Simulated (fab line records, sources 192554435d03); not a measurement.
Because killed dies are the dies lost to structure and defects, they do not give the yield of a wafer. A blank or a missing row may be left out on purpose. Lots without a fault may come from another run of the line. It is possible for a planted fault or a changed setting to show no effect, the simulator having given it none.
Split-lot study | flow n5 finfet | 39 wafers read across 7 lots, on a route 1938 steps long

THE SPLIT
At N5_BEOL_M8_DESCUM_33 (chemistry O2, time 7 s), the setting time s was moved away from the recipe's 7 s on 15 of the 39 wafers read, by -52.9% to +45.6%. For the rest of the wafers, this setting stayed at what the recipe calls for.

Between the split and the reading, the file records no step.

THE READING
CAR-EUV_of_BEOL_M8_COAT_22.thk nm (the simulator's own value, which no gauge read), in nm, at N5_BEOL_M8_ETCH_72 (etches underlayer in N2/H2, target depth 6.5 nm, time 5.2 s). No usual value for it is given in the file. The 24 wafers here that ran the recipe average 20.3 nm, standard deviation 0.11 nm.

wafer  | tool, chamber at the split | time s as run, s | against the recipe | CAR-EUV_of_BEOL_M8_COAT_22.thk nm, nm | against lot-mates on the recipe
L076.1 | rie diel-03, 0             | 7                | recipe             | 20.4                                  | -
L076.3 | rie diel-03, 3,0           | 7                | recipe             | 20.4                                  | -
L076.2 | rie diel-03, 1,2,3         | 4.942            | -29.4%             | 21.4                                  | +1.1
L076.4 | rie diel-03, 1,2,3         | 4.942            | -29.4%             | 21.4                                  | +1.1
L076.5 | rie diel-03, 1,2,3         | 4.942            | -29.4%             | 21.4                                  | +1.1
L076.6 | rie diel-03, 3,0           | 7                | recipe             | 20.2                                  | -
L077.1 | rie diel-05, 0,0,1         | 7                | recipe             | 20.2                                  | -
L077.5 | rie diel-05, 0,0,1         | 7                | recipe             | 20.2                                  | -
L077.2 | rie diel-05, 1,2,2         | 3.875            | -44.6%             | 21.8                                  | +1.5
L077.3 | rie diel-05, 1,2,2         | 3.875            | -44.6%             | 21.8                                  | +1.5
L077.6 | rie diel-05, 1,2,2         | 3.875            | -44.6%             | 21.8                                  | +1.5
L077.4 | rie diel-05, 0,0,1         | 7                | recipe             | 20.4                                  | -
L079.1 | rie diel-03, 0             | 7                | recipe             | 20.2                                  | -
L079.2 | rie diel-03, 3,1,3         | 3.296            | -52.9%             | 22.2                                  | +1.8
L079.4 | rie diel-03, 3,1,3         | 3.296            | -52.9%             | 22.2                                  | +1.8
L079.5 | rie diel-03, 3,1,3         | 3.296            | -52.9%             | 22.2                                  | +1.8
L079.3 | rie diel-03, 1,0           | 7                | recipe             | 20.6                                  | -
L079.6 | rie diel-03, 1,0           | 7                | recipe             | 20.4                                  | -
L080.1 | rie diel-05, 1,3,3         | 7                | recipe             | 20.2                                  | -
L080.3 | rie diel-05, 1,3,3         | 7                | recipe             | 20.2                                  | -
L080.2 | rie diel-05, 0,2           | 10.19            | +45.6%             | 18.8                                  | -1.5
L080.5 | rie diel-05, 0             | 10.19            | +45.6%             | 18.8                                  | -1.5
L080.4 | rie diel-05, 0,2           | 10.19            | +45.6%             | 18.6                                  | -1.7
L080.6 | rie diel-05, 1,3,3         | 7                | recipe             | 20.4                                  | -
L086.1 | rie diel-04, 3,0,1,2       | 7                | recipe             | 20.4                                  | -
L086.2 | rie diel-04, 2,1           | 7                | recipe             | 20.4                                  | -
L086.3 | rie diel-04, 2,1           | 7                | recipe             | 20.4                                  | -
L086.4 | rie diel-04, 3,0,1,2       | 7                | recipe             | 20.4                                  | -
L086.5 | rie diel-04, 3,0,1,2       | 7                | recipe             | 20.4                                  | -
L086.6 | rie diel-04, 3,0,1,2       | 7                | recipe             | 20.2                                  | -
L085.1 | rie diel-03, 3             | 4.979            | -28.9%             | 21.4                                  | +1.1
L085.2 | rie diel-03, 1,0           | 4.979            | -28.9%             | 21.4                                  | +1.1
L085.6 | rie diel-03, 1,0           | 4.979            | -28.9%             | 21.4                                  | +1.1
L085.3 | rie diel-03, 2,3           | 7                | recipe             | 20.4                                  | -
L085.5 | rie diel-03, 2,3           | 7                | recipe             | 20.4                                  | -
L085.4 | rie diel-03, 0             | 7                | recipe             | 20.2                                  | -
L094.2 | rie diel-03, 1,0,0         | 7                | recipe             | 20.2                                  | -
L094.4 | rie diel-03, 1,0,0         | 7                | recipe             | 20.2                                  | -
L094.5 | rie diel-03, 1,0,0         | 7                | recipe             | 20.2                                  | -
The file does not say which wafer passed through which chamber wherever a row lists several chambers: such a row stands for several wafers.

FIT RESULTS
A straight line over all 39 wafers: CAR-EUV_of_BEOL_M8_COAT_22.thk nm changes by -0.0351 nm for each +1% of time s; r = -0.99; the points scatter about the line by 0.1 nm.
The same after taking each lot's own level away (the mean of its wafers on the recipe; 39 wafers): -0.0344 nm for each +1%; r = -1.00; scatter 0.086 nm.
According to that fit, moving time s by its largest amount changes the reading by 1.8 nm.
The lots' own levels span 20.20 to 20.40 nm, that is 1.8 times the standard deviation above.
Consequently the slope shifts little with the lot-to-lot level, the two slopes agreeing.
Check: for one of the wafers moved furthest among these (-52.9%), held out of the fit, the line's prediction against its lot-mates is +1.83 nm. It came out at +1.8 nm against them.

OTHER SPLITS ON THESE WAFERS
Other splits were also applied to these wafers ahead of the reading. Each is held against what the fit with the lots' levels taken away leaves over:
other split on the same wafers | wafers away from the commonest value | r with CAR-EUV_of_BEOL_M8_COAT_22.thk nm (lot level and that fit taken away)
N5_BEOL_M4_ILD_DEP_00 time s   | 15                                   | +0.21
N5_BEOL_M5_DEP_56 time s       | 15                                   | +0.10

THE WHOLE CHAIN: every reading that the file lists as answering this split, in the file's order
step                 | what it does                                                | reading                                                                            | change (the file's fit)                | r (the file's)
N5_BEOL_M8_DESCUM_33 | chemistry O2, time 7 s                                      | CAR-EUV_of_BEOL_M8_COAT_22.thk nm (the simulator's own value, which no gauge read) | -0.0342 nm for each +1% of the setting | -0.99
N5_BEOL_M8_ETCH_72   | etches underlayer in N2/H2, target depth 6.5 nm, time 5.2 s | CAR-EUV_of_BEOL_M8_COAT_22.thk nm (the simulator's own value, which no gauge read) | -0.0345 nm for each +1% of the setting | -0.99

FILE'S OWN FIT
CAR-EUV_of_BEOL_M8_COAT_22.thk nm changes by -0.0345 nm for each +1% of time s, r = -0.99.
